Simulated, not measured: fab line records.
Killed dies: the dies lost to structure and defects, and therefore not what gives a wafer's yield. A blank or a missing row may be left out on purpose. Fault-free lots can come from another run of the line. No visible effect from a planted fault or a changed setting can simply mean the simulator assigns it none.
fab line records	flow n5Finfet
record lots=7	wafers=21
route steps=1938 shown MOL_CONTACT_COAG@595 BEOL_M0_SAQP@632 BEOL_M2@890 BEOL_M3@941
startH: the number of hours between the record's first day and the start of the first shown wafer of the lot	waitH: hours from the lot's prior step to this one	" repeats the value in the row above	L1.1+2: one row covering several wafers at once	- no value, or no start was given	* or withheld: withheld	< > ~ a bound
route shown NAME@n: NAME is a module with steps in the file, n the number in the route of the first one	usual: the fault-free wafers' mean and standard deviation	same: alike in all rows	chamber/n: place in a boat	sites: per-site readings	_std_site: the standard deviation of these	_edge_site: inner sites' mean taken away from outer sites' mean	radiusMm: for every site, how far away it sits from the centre of the wafer	mask NAME#n: copy n	behind: tool/chamber where the wafer was last shaped	hold: why the lot went on hold/how many hours it stayed there/how the hold came to an end	device: which transistor (n, p or np) failed to switch	end of line: the route-end tests of the same wafers	a step without rows: its recipe alone	killed: count of dies lost to structure and defects at first sort (not the wafer's yield)	map: a wafer's dies, marking killed ones x, the rest . and places with no die _
set.NAME: the setting that was run; set.NAME@STEP: the one run at that earlier step	model.NAME: the simulator's own value behind a step, which no gauge read
lots run with intentionally changed settings; tables by step, rows by wafer
## steps
# step N5_MOL_CONTACT_COAG_COAT_64
# recipe resist=underlayer	tempC=205	timeS=60	spinRpm=1500	resistThkNm=10
lot.wafer	tool	chamber	startH	waitH	set.spinRpm	model.underlayer_of_MOL_CONTACT_COAG_COAT_64.thkNm
L074.3+6	lithoTrack-05	0	-	-	1500	10
L074.4	"	0	"	"	1595	9.6
L075.2+5	lithoTrack-01	0	-	-	1500	10
L075.3	"	0	"	"	1429	10.2
L083.2+4	lithoTrack-01	0	-	-	1570	9.8
L083.3	"	0	"	"	1500	10
L088.2+3+5	lithoTrack-03	0	-	-	1500	10
L091.3	lithoTrack-05	0	-	-	1500	10
L091.4+5	"	0	"	"	1404	10.4
L096.1+3	lithoTrack-01	0	-	-	1500	10
L096.2	"	0	"	"	1592	9.8
L097.2+3+4	lithoTrack-01	0	-	-	1500	10
# step N5_MOL_CONTACT_COAG_COAT_34
# recipe resist=CAR-EUV	spinRpm=1500	resistThkNm=40
# step N5_MOL_CONTACT_COAG_EBR_36
# recipe solvent=PGMEA	ebrWidthMm=1.5
# step N5_MOL_CONTACT_COAG_DESCUM_45
# recipe chemistry=O2	timeS=7	sourcePowerW=50	biasPowerW=20	pressureMtorr=20	rfFrequencyHz=2.712e+07	tempC=40	resist=CAR-EUV	o2FlowSccm=225
# step N5_MOL_CONTACT_COAG_ETCH_65
# recipe chemistry=N2/H2	target=underlayer	targetDepthA=130	maskMaterial=CAR-EUV	timeS=10.4	ionEnergyEv=200	pressureMtorr=30	sourceW=840	biasW=150	n2FlowSccm=200	h2FlowSccm=200	ends=cleared
lot.wafer	tool	chamber	startH	waitH	set.spinRpm@MOL_CONTACT_COAG_COAT_64	model.etch.depthNm
L074.3	rieDiel-03	0	99.14	0.0	1500	9.991
L074.4	"	3	"	"	1595	9.694
L074.6	"	1	"	"	1500	10.03
L075.2	rieDiel-04	2	107.96	0.0	1500	9.98
L075.3	"	0	"	"	1429	10.26
L075.5	"	3	"	"	1500	9.996
L083.2	rieDiel-03	3	156.31	0.0	1570	9.763
L083.3	"	0	"	"	1500	9.965
L083.4	"	0	"	"	1570	9.739
L088.2	rieDiel-03	2	195.13	0.0	1500	9.991
L088.3	"	1	"	"	1500	10.05
L088.5	"	0	"	"	1500	9.976
L091.3	rieDiel-03	2	205.27	0.0	1500	10.04
L091.4	"	0	"	"	1404	10.36
L091.5	"	2	"	"	1404	10.39
L096.1	rieDiel-03	3	234.81	0.0	1500	10
L096.2	"	0	"	"	1592	9.742
L096.3	"	2	"	"	1500	10.01
L097.2	rieDiel-04	1	256.96	0.0	1500	10.01
L097.3	"	2	"	"	1500	9.998
L097.4	"	0	"	"	1500	10
# step N5_MOL_CONTACT_COAG_ETCH_66
# recipe chemistry=CF4	target=SiARC	targetDepthA=130	maskMaterial=CAR-EUV	timeS=21.7	ionEnergyEv=80	pressureMtorr=40	sourceW=545	biasW=36	Ar_flow_sccm=100	cf4FlowSccm=100	ends=cleared
# step N5_MOL_CONTACT_COAG_ALD_133
# recipe material=SiO2	targetThkA=50	tempC=100	aldPrecursorFamily=BDEAS	aldCoReactant=O2-plasma	pulseTimeS=1	coReactantPulseTimeS=1	purgeTimeS=2	coReactantPurgeTimeS=2	aldCycles=35	pressureTorr=2
# step N5_MOL_CONTACT_COAG_ETCHBACK_134
# recipe chemistry=CHF3	target=SiO2	targetDepthA=100	timeS=6.7	ionEnergyEv=200	pressureMtorr=30	sourceW=610	biasW=170	Ar_flow_sccm=200	CHF3_flow_sccm=50
lot.wafer	tool	chamber	startH	waitH	set.spinRpm@MOL_CONTACT_COAG_COAT_64	model.CAR-EUV_of_MOL_CONTACT_COAG_COAT_34.thkNm
L074.3+6	rieDiel-03	3,0	99.56	0.1	1500	15.4
L074.4	"	1	"	"	1595	15.8
L075.2	rieDiel-03	2	108.24	0.1	1500	15.6
L075.3	"	1	"	"	1429	15.4
L075.5	"	0	"	"	1500	15.4
L083.2+4	rieDiel-01	2,3	157.67	0.1	1570	15.8
L083.3	"	0	"	"	1500	15.6
L088.2	rieDiel-01	3	195.63	0.2	1500	15.6
L088.3+5	"	1,0	"	"	1500	15.4
L091.3	rieDiel-03	3	205.58	0.1	1500	15.4
L091.4	"	1	"	"	1404	15
L091.5	"	2	"	"	1404	15.2
L096.1+3	rieDiel-03	0,1	235.09	0.1	1500	15.4
L096.2	"	2	"	"	1592	15.8
L097.2+3+4	rieDiel-04	1,0,2	257.50	0.1	1500	15.6
# step N5_BEOL_M0_SAQP_PECVD_00
# recipe material=SiCN	targetThkA=80	tempC=withheld	precursor=3MS/NH3	pressureTorr=3	rfW=202	timeS=14
lot.wafer	tool	chamber	startH	waitH	set.timeS	model.SiCN_of_BEOL_M0_SAQP_PECVD_00.thkNm
L074.3	pecvd-01	2	104.20	0.1	14	8
L074.4	"	2	"	"	14	8.2
L074.6	"	1	"	"	14	7.8
L075.2	pecvd-03	2	112.88	0.2	14.63	8.2
L075.3	"	1	"	"	14.63	8.4
L075.5	"	1	"	"	14	8.2
L083.2	pecvd-01	1	162.31	0.2	15.37	8.6
L083.3+4	"	2	"	"	14	7.8
L088.2	pecvd-03	0	200.28	0.2	14	7.8
L088.3+5	"	1,2	"	"	14	8
L091.3	pecvd-01	2	210.22	0.1	16.06	9
L091.4+5	"	2,0	"	"	16.06	9.2
L096.1	pecvd-02	1	239.91	0.2	12.5	7.2
L096.2	"	0	"	"	12.5	7
L096.3	"	2	"	"	14	8
L097.2+3	pecvd-02	0,2	262.14	0.2	14	7.8
L097.4	"	2	"	"	13.03	7.4
# step N5_BEOL_M0_SAQP_DESCUM_45
# recipe chemistry=O2	timeS=7	sourcePowerW=50	biasPowerW=20	pressureMtorr=20	rfFrequencyHz=2.712e+07	tempC=40	resist=CAR-EUV	o2FlowSccm=225
lot.wafer	tool	chamber	startH	waitH	set.timeS	model.CAR-EUV_of_BEOL_M0_SAQP_COAT_34.thkNm
L074.3	rieDiel-05	3	110.84	0.0	5.722	26.6
L074.4	"	0	"	"	7	26.2
L074.6	"	3	"	"	5.722	26.8
L075.2	rieDiel-06	0	119.48	0.0	6.167	26.4
L075.3+5	"	3,1	"	"	7	26
L083.2	rieDiel-05	3	167.21	0.1	5.637	26.6
L083.3+4	"	1,2	"	"	7	26
L088.2+3+5	rieDiel-06	3,2,3	206.47	0.0	7	25.8
L091.3+4	rieDiel-02	3,0	215.44	0.0	7	26.2
L091.5	"	3	"	"	7	26
L096.1+2+3	rieDiel-02	1,0,3	247.32	0.0	7	26.2
L097.2+3	rieDiel-02	0,1	269.58	0.0	7	26.2
L097.4	"	2	"	"	5.521	27
# step N5_BEOL_M0_SAQP_ETCH_88
# recipe chemistry=N2/H2	target=underlayer	targetDepthA=65	timeS=5.2	ionEnergyEv=200	maskMaterial=CAR-EUV	pressureMtorr=30	sourceW=840	biasW=150	n2FlowSccm=200	h2FlowSccm=200	ends=cleared
# usual etchRfOnTimeS=5.19/0.072	rfVppV=524.0/2.6
lot.wafer	tool	chamber	startH	waitH	set.sourceW	etchRfOnTimeS	rfVppV
L074.3	rieDiel-05	3	110.88	0.0	840	5.27	525.4
L074.4	"	0	"	"	772.8	5.65	540.5
L074.6	"	3	"	"	840	5.22	527.3
L075.2	rieDiel-06	0	119.52	0.0	840	5.11	524.9
L075.3	"	3	"	"	840	5.24	519.6
L075.5	"	1	"	"	922.7	4.74	506.2
L083.2	rieDiel-05	3	167.24	0.0	840	5.32	527.3
L083.3	"	1	"	"	972.6	4.60	498.6
L083.4	"	2	"	"	840	5.25	523.6
L088.2	rieDiel-06	3	206.50	0.0	840	5.20	522.1
L088.3	"	2	"	"	840	5.18	524.5
L088.5	"	3	"	"	840	5.24	520.0
L091.3	rieDiel-02	3	215.48	0.0	840	5.09	521.9
L091.4	"	0	"	"	840	5.23	523.9
L091.5	"	3	"	"	840	5.13	522.4
L096.1	rieDiel-02	1	247.35	0.0	886.8	4.90	518.3
L096.2	"	0	"	"	886.8	5.03	514.1
L096.3	"	3	"	"	840	5.11	522.4
L097.2	rieDiel-02	0	269.61	0.0	840	5.25	524.8
L097.3	"	1	"	"	840	5.19	529.3
L097.4	"	2	"	"	840	5.08	525.0
# step N5_BEOL_M2_TRENCH_ETCH_37
# recipe chemistry=C4F6/O2	targetDepthA=555.55	target=SiOC	timeS=29.2	ionEnergyEv=250	pressureMtorr=30	sourceW=355	biasW=185	Ar_flow_sccm=300	C4F6_flow_sccm=10	O2_flow_sccm=10
lot.wafer	tool	chamber	startH	waitH	set.timeS	model.etch.depthNm	model.BEOL_M2.featureDepthNm	model.TiN_of_BEOL_M2_HM_DEP_02.thkNm
L074.3	rieDiel-03	0	-	-	23.41	44.64	44.6	18
L074.4	"	2	"	"	29.2	55.57	55.6	17.4
L074.6	"	3	"	"	23.41	44.58	44.6	18
L075.2	rieDiel-04	1	-	-	29.2	55.42	55.4	18.2
L075.3	"	3	"	"	25.95	48.28	48.2	18.4
L075.5	"	3	"	"	25.95	48.33	48.4	18.2
L083.2	rieDiel-04	3	-	-	34.22	66.32	66.4	16.6
L083.3	"	0	"	"	29.2	55.93	56	17
L083.4	"	2	"	"	34.22	66.26	66.2	16.8
L088.2	rieDiel-03	2	-	-	29.2	54.69	54.6	17.2
L088.3	"	1	"	"	29.2	56.62	56.6	17.2
L088.5	"	3	"	"	29.2	55.16	55.2	17.4
L091.3	rieDiel-04	1	-	-	35.58	67.97	68	17.2
L091.4	"	0	"	"	29.2	55.86	55.8	17.8
L091.5	"	1	"	"	29.2	55.49	55.4	17.8
L096.1	rieDiel-03	0	-	-	29.2	55.17	55.2	17.4
L096.2	"	2	"	"	29.2	54.22	54.2	17.6
L096.3	"	3	"	"	29.2	54.38	54.4	17.6
L097.2	rieDiel-01	0	-	-	29.2	55.47	55.4	17.6
L097.3	"	3	"	"	35.41	68.36	68.4	17
L097.4	"	2	"	"	29.2	55.67	55.6	17.6
# step N5_BEOL_M2_ETCH_41
# recipe chemistry=CH3F/O2	target=SiCN	targetDepthA=299	taperDeg=2	timeS=52.5	ionEnergyEv=120	maskMaterial=TiN	pressureMtorr=30	sourceW=395	biasW=75	Ar_flow_sccm=150	CH3F_flow_sccm=30	O2_flow_sccm=20
# step N5_BEOL_M2_STRIP_97
# recipe chemistry=N2/H2	timeS=10	powerW=450	tempC=40	pressureMtorr=20	rfFrequencyHz=6e+07	biasPowerW=7	n2FlowSccm=200	h2FlowSccm=200
# step N5_BEOL_M2_OCD_MEAS_38
# usual trenchDepthNm=55.8/0.75
lot.wafer	tool	chamber	startH	waitH	set.timeS@BEOL_M2_TRENCH_ETCH_37	trenchDepthNm
L074.3	ocd-01	-	151.11	-	23.41	44.3
L074.4	"	-	"	"	29.2	56.0
L074.6	"	-	"	"	23.41	44.3
L075.2	ocd-02	-	151.71	-	29.2	55.3
L075.3	"	-	"	"	25.95	48.3
L075.5	"	-	"	"	25.95	48.4
L083.2	ocd-02	-	201.26	-	34.22	66.5
L083.3	"	-	"	"	29.2	56.2
L083.4	"	-	"	"	34.22	66.4
L088.2	ocd-01	-	241.21	-	29.2	54.6
L088.3	"	-	"	"	29.2	56.9
L088.5	"	-	"	"	29.2	54.7
L091.3	ocd-01	-	246.25	-	35.58	68.2
L091.4	"	-	"	"	29.2	55.5
L091.5	"	-	"	"	29.2	55.7
L096.1	ocd-02	-	301.04	-	29.2	55.1
L096.2	"	-	"	"	29.2	54.0
L096.3	"	-	"	"	29.2	54.2
L097.2	ocd-01	-	310.03	-	29.2	55.8
L097.3	"	-	"	"	35.41	68.5
L097.4	"	-	"	"	29.2	55.7
# step N5_BEOL_M2_HM_STRIP_39
# recipe chemistry=peroxideTinStrip	material=TiN	targetDepthA=250	tempC=50	timeS=158
# step N5_BEOL_M2_SRD_40
# recipe timeS=30	tempC=23	rinseLiquid=diw	dry=ipaMarangoni
# step N5_BEOL_M2_ECD_50
# recipe material=Cu	targetThkA=3000
# step N5_BEOL_M2_ANNEAL_51
# recipe tempC=225	timeS=90	ambient=N2
# step N5_BEOL_M2_CMP_52
# recipe stopOn=SiOC	tOverpolishS=6.8	downForcePsi=1	platenRpm=50	clearingPlatenDownForcePsi=1.5	clearingPlatenRpm=50	postCmpClean=cuAlkaline	targetThkNm=40	clearingPlatenPadVelocityMS=0.99484	padVelocityMS=0.99484
lot.wafer	tool	chamber	startH	waitH	set.timeS@BEOL_M2_TRENCH_ETCH_37	model.Cu_of_BEOL_M2_ECD_50.thkNm
L074.4	cmp-03	2	154.32	0.1	29.2	40.6
L074.3	"	1	"	"	23.41	28.6
L074.6	"	2	"	"	23.41	29.2
L075.3	cmp-03	0	156.80	0.4	25.95	32.8
L075.2	"	1	"	"	29.2	39.6
L075.5	"	2	"	"	25.95	31.6
L083.3	cmp-03	1	204.83	0.2	29.2	39.4
L083.2	"	2	"	"	34.22	50
L083.4	"	3	"	"	34.22	50.6
L088.3	cmp-03	2	246.54	0.2	29.2	39.4
L088.2	"	3	"	"	29.2	37.6
L088.5	"	0	"	"	29.2	38.4
L091.3	cmp-04	3	252.73	2.8	35.58	53.4
L091.4	"	0	"	"	29.2	41.6
L091.5	"	0	"	"	29.2	40.2
L096.2	cmp-04	3	304.44	0.2	29.2	39.8
L096.3	"	1	"	"	29.2	39.6
L096.1	"	2	"	"	29.2	40
L097.3	cmp-03	1	313.97	0.2	35.41	51.2
L097.2+4	"	2,0	"	"	29.2	38.6
# step N5_BEOL_M2_THK_MEAS_53
# recipe thkMeasGauge=xrf	reads=Cu_of_BEOL_M2_ECD_50
# usual M2_THK=40.9/1.3
lot.wafer	tool	chamber	startH	waitH	set.timeS@BEOL_M2_TRENCH_ETCH_37	M2_THK[nm]
L074.3	filmMetro-02	-	154.61	-	23.41	28.7
L074.4	"	-	"	"	29.2	40.6
L074.6	"	-	"	"	23.41	29.2
L075.2	filmMetro-02	-	157.02	-	29.2	39.7
L075.3	"	-	"	"	25.95	32.9
L075.5	"	-	"	"	25.95	31.9
L083.2	filmMetro-02	-	205.12	-	34.22	50.4
L083.3	"	-	"	"	29.2	39.7
L083.4	"	-	"	"	34.22	51.2
L088.2	filmMetro-02	-	246.76	-	29.2	37.8
L088.3	"	-	"	"	29.2	39.5
L088.5	"	-	"	"	29.2	38.6
L091.3	filmMetro-01	-	253.03	-	35.58	54.0
L091.4	"	-	"	"	29.2	41.9
L091.5	"	-	"	"	29.2	40.6
L096.1	filmMetro-02	-	304.73	-	29.2	40.6
L096.2	"	-	"	"	29.2	40.4
L096.3	"	-	"	"	29.2	40.3
L097.2	filmMetro-01	-	314.26	-	29.2	38.9
L097.3	"	-	"	"	35.41	51.4
L097.4	"	-	"	"	29.2	38.9
# step N5_BEOL_M2_PRE_CLEAN_60
# recipe gas=NH3/H2	timeS=15	tempC=*	rfPowerW=300
# step N5_BEOL_M2_CO_CAP_55
# recipe material=Co	targetThkA=20	tempC=200	precursor=CCTBA/H2	pressureTorr=30	timeS=102.1
# step N5_BEOL_M2_PRE_CLEAN_56
# recipe gas=NH3	timeS=15	tempC=withheld	rfPowerW=300
# step N5_BEOL_M2_DEP_57
# recipe material=SiCN	targetThkA=80	tempC=withheld	precursor=3MS/NH3	pressureTorr=3	rfW=202	timeS=14
# step N5_BEOL_M2_RS_MEAS_58
# recipe thkMeasGauge=four-point-probe	reads=Co_of_BEOL_M2_CO_CAP_55+Cu_of_BEOL_M2_ECD_50+Co_of_BEOL_M2_CVD_47+TaN_of_BEOL_M2_ALD_84
# usual M2_RS=0.657/0.025
lot.wafer	tool	chamber	startH	waitH	set.timeS@BEOL_M2_TRENCH_ETCH_37	M2_RS[ohm/sq]
L074.3	filmMetro-02	-	154.94	0.1	23.41	1.033
L074.4	"	-	"	"	29.2	0.654
L074.6	"	-	"	"	23.41	1.010
L075.2	filmMetro-01	-	157.37	0.1	29.2	0.679
L075.3	"	-	"	"	25.95	0.869
L075.5	"	-	"	"	25.95	0.908
L083.2	filmMetro-01	-	205.38	0.1	34.22	0.504
L083.3	"	-	"	"	29.2	0.683
L083.4	"	-	"	"	34.22	0.495
L088.2	filmMetro-02	-	247.02	0.1	29.2	0.721
L088.3	"	-	"	"	29.2	0.683
L088.5	"	-	"	"	29.2	0.705
L091.3	filmMetro-02	-	253.52	0.1	35.58	0.462
L091.4	"	-	"	"	29.2	0.636
L091.5	"	-	"	"	29.2	0.663
L096.1	filmMetro-02	-	304.99	0.0	29.2	0.668
L096.2	"	-	"	"	29.2	0.673
L096.3	"	-	"	"	29.2	0.676
L097.2	filmMetro-02	-	314.62	0.1	29.2	0.701
L097.3	"	-	"	"	35.41	0.488
L097.4	"	-	"	"	29.2	0.700
# step N5_BEOL_M3_EXPOSE_08
# recipe maskId=M3	na=0.33	sourceShape=dipole	sigmaInner=0.369	sigmaOuter=0.767	polarization=unpolarized	doseMj=33
lot.wafer	tool	chamber	startH	waitH	mask	set.doseMj
L074.3+4+6	euvScanner-02	0	155.56	-	M3#0	33
L075.2+5	euvScanner-02	0	159.67	-	M3#0	33
L075.3	"	0	"	"	M3#0	31.6
L083.2+3+4	euvScanner-02	0	206.39	-	M3#0	33
L088.2+3+5	euvScanner-01	0	247.75	-	M3#0	33
L091.3+5	euvScanner-02	0	254.98	-	M3#0	33
L091.4	"	0	"	"	M3#0	31.74
L096.1+3	euvScanner-01	0	306.52	-	M3#0	33
L096.2	"	0	"	"	M3#0	31.41
L097.2+3+4	euvScanner-01	0	315.83	-	M3#0	33
# step N5_BEOL_M3_PEB_09
# recipe pebTempC=100	pebTimeS=60	resist=CAR-EUV
# step N5_BEOL_M3_DEVELOP_10
# recipe developTimeS=30	developer=TMAH	resist=CAR-EUV	rinseLiquid=surfactantRinse	dry=airSpin	devTempC=23
# step N5_BEOL_M3_CD_MEAS_11
# recipe targetCdNm=17.05	landingEnergyEv=500	detector=seInlens	polarity=opening
# usual cdNm=17.11/0.26
lot.wafer	tool	chamber	startH	waitH	set.doseMj@BEOL_M3_EXPOSE_08	cdNm
L074.3	cdSem-01	0	155.68	-	33	16.89
L074.4	"	0	"	"	33	16.74
L074.6	"	0	"	"	33	16.93
L075.2	cdSem-02	0	159.79	-	33	17.12
L075.3	"	0	"	"	31.6	15.92
L075.5	"	0	"	"	33	17.01
L083.2	cdSem-03	0	206.51	-	33	16.86
L083.3	"	0	"	"	33	17.07
L083.4	"	0	"	"	33	16.90
L088.2	cdSem-03	0	247.87	-	33	17.71
L088.3	"	0	"	"	33	17.41
L088.5	"	0	"	"	33	17.54
L091.3	cdSem-02	0	255.09	-	33	16.84
L091.4	"	0	"	"	31.74	16.38
L091.5	"	0	"	"	33	17.43
L096.1	cdSem-03	0	306.65	-	33	16.92
L096.2	"	0	"	"	31.41	16.20
L096.3	"	0	"	"	33	16.88
L097.2	cdSem-03	0	315.95	-	33	16.81
L097.3	"	0	"	"	33	16.95
L097.4	"	0	"	"	33	17.29
# step N5_BEOL_M3_DESCUM_16
# recipe chemistry=O2	timeS=7	sourcePowerW=50	biasPowerW=20	pressureMtorr=20	rfFrequencyHz=2.712e+07	tempC=40	resist=CAR-EUV	o2FlowSccm=225
# step N5_BEOL_M3_ETCH_74
# recipe chemistry=N2/H2	target=underlayer	targetDepthA=65	maskMaterial=CAR-EUV	timeS=5.2	ionEnergyEv=200	pressureMtorr=30	sourceW=840	biasW=150	n2FlowSccm=200	h2FlowSccm=200	ends=cleared
lot.wafer	tool	chamber	startH	waitH	set.doseMj@BEOL_M3_EXPOSE_08	model.BEOL_M3.cdOffsetNm
L074.3+4	rieDiel-05	1,0	155.84	0.0	33	0
L074.6	"	2	"	"	33	-0.2
L075.2+5	rieDiel-02	2,0	159.94	0.0	33	0
L075.3	"	0	"	"	31.6	-0.8
L083.2+4	rieDiel-02	2,0	206.74	0.0	33	0
L083.3	"	1	"	"	33	-0.2
L088.2+3+5	rieDiel-06	0,3,3	248.03	0.0	33	0.4
L091.3+5	rieDiel-05	1	255.98	0.0	33	0
L091.4	"	0	"	"	31.74	-0.8
L096.1	rieDiel-06	3	306.84	0.0	33	0
L096.2	"	1	"	"	31.41	-0.8
L096.3	"	0	"	"	33	-0.2
L097.2	rieDiel-06	1	316.11	0.0	33	0
L097.3+4	"	3,1	"	"	33	0.2
# step N5_BEOL_M3_ETCH_63
# recipe chemistry=CF4	target=SiARC	targetDepthA=156	maskMaterial=CAR-EUV	timeS=26	ionEnergyEv=80	pressureMtorr=40	sourceW=545	biasW=36	Ar_flow_sccm=100	cf4FlowSccm=100	ends=cleared
lot.wafer	tool	chamber	startH	waitH	set.doseMj@BEOL_M3_EXPOSE_08	model.BEOL_M3.cdOffsetNm
L074.3+4	rieDiel-05	1,0	155.85	0.0	33	0
L074.6	"	2	"	"	33	-0.2
L075.2+5	rieDiel-02	2,0	159.96	0.0	33	0
L075.3	"	0	"	"	31.6	-0.8
L083.2+3+4	rieDiel-02	2,1,0	206.76	0.0	33	0
L088.2+3+5	rieDiel-06	0,3,3	248.04	0.0	33	0.4
L091.3+5	rieDiel-05	1	256.00	0.0	33	0
L091.4	"	0	"	"	31.74	-0.8
L096.1	rieDiel-06	3	306.86	0.0	33	0.2
L096.2	"	1	"	"	31.41	-1
L096.3	"	0	"	"	33	0
L097.2	rieDiel-06	1	316.13	0.0	33	0
L097.3+4	"	3,1	"	"	33	0.4
## key
split step=N5_MOL_CONTACT_COAG_COAT_64	setting=spinRpm	stated=1500	by=wafer
response step=N5_MOL_CONTACT_COAG_COAT_64	reading=model.underlayer_of_MOL_CONTACT_COAG_COAT_64.thkNm	change=-0.0503	per=1%	r=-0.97
response step=N5_MOL_CONTACT_COAG_ETCH_65	reading=model.etch.depthNm	change=-0.0491	per=1%	r=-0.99
response step=N5_MOL_CONTACT_COAG_ETCHBACK_134	reading=model.CAR-EUV_of_MOL_CONTACT_COAG_COAT_34.thkNm	change=+0.051	per=1%	r=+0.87
split step=N5_BEOL_M0_SAQP_PECVD_00	setting=timeS	stated=14	by=wafer
response step=N5_BEOL_M0_SAQP_PECVD_00	reading=model.SiCN_of_BEOL_M0_SAQP_PECVD_00.thkNm	change=+0.0742	per=1%	r=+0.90
split step=N5_BEOL_M0_SAQP_DESCUM_45	setting=timeS	stated=7	by=wafer
response step=N5_BEOL_M0_SAQP_DESCUM_45	reading=model.CAR-EUV_of_BEOL_M0_SAQP_COAT_34.thkNm	change=-0.0327	per=1%	r=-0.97
split step=N5_BEOL_M0_SAQP_ETCH_88	setting=sourceW	stated=840	by=wafer
response step=N5_BEOL_M0_SAQP_ETCH_88	reading=etchRfOnTimeS	change=*	per=1%	r=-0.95
response step=N5_BEOL_M0_SAQP_ETCH_88	reading=rfVppV	change=-1.65	per=1%	r=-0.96
split step=N5_BEOL_M2_TRENCH_ETCH_37	setting=timeS	stated=29.2	by=wafer
response step=N5_BEOL_M2_TRENCH_ETCH_37	reading=model.etch.depthNm	change=+0.583	per=1%	r=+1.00
response step=N5_BEOL_M2_TRENCH_ETCH_37	reading=model.BEOL_M2.featureDepthNm	change=+0.585	per=1%	r=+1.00
response step=N5_BEOL_M2_TRENCH_ETCH_37	reading=model.TiN_of_BEOL_M2_HM_DEP_02.thkNm	change=-0.0253	per=1%	r=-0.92
response step=N5_BEOL_M2_OCD_MEAS_38	reading=trenchDepthNm	change=+0.59	per=1%	r=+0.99
response step=N5_BEOL_M2_CMP_52	reading=model.Cu_of_BEOL_M2_ECD_50.thkNm	change=+0.599	per=1%	r=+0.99
response step=N5_BEOL_M2_THK_MEAS_53	reading=M2_THK	change=+0.603	per=1%	r=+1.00
response step=N5_BEOL_M2_RS_MEAS_58	reading=M2_RS	change=-0.0123	per=1%	r=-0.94
split step=N5_BEOL_M3_EXPOSE_08	setting=doseMj	stated=33	by=wafer
response step=N5_BEOL_M3_CD_MEAS_11	reading=cdNm	change=+0.2	per=1%	r=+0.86
response step=N5_BEOL_M3_ETCH_74	reading=model.BEOL_M3.cdOffsetNm	change=+0.176	per=1%	r=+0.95
response step=N5_BEOL_M3_ETCH_63	reading=model.BEOL_M3.cdOffsetNm	change=+0.211	per=1%	r=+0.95
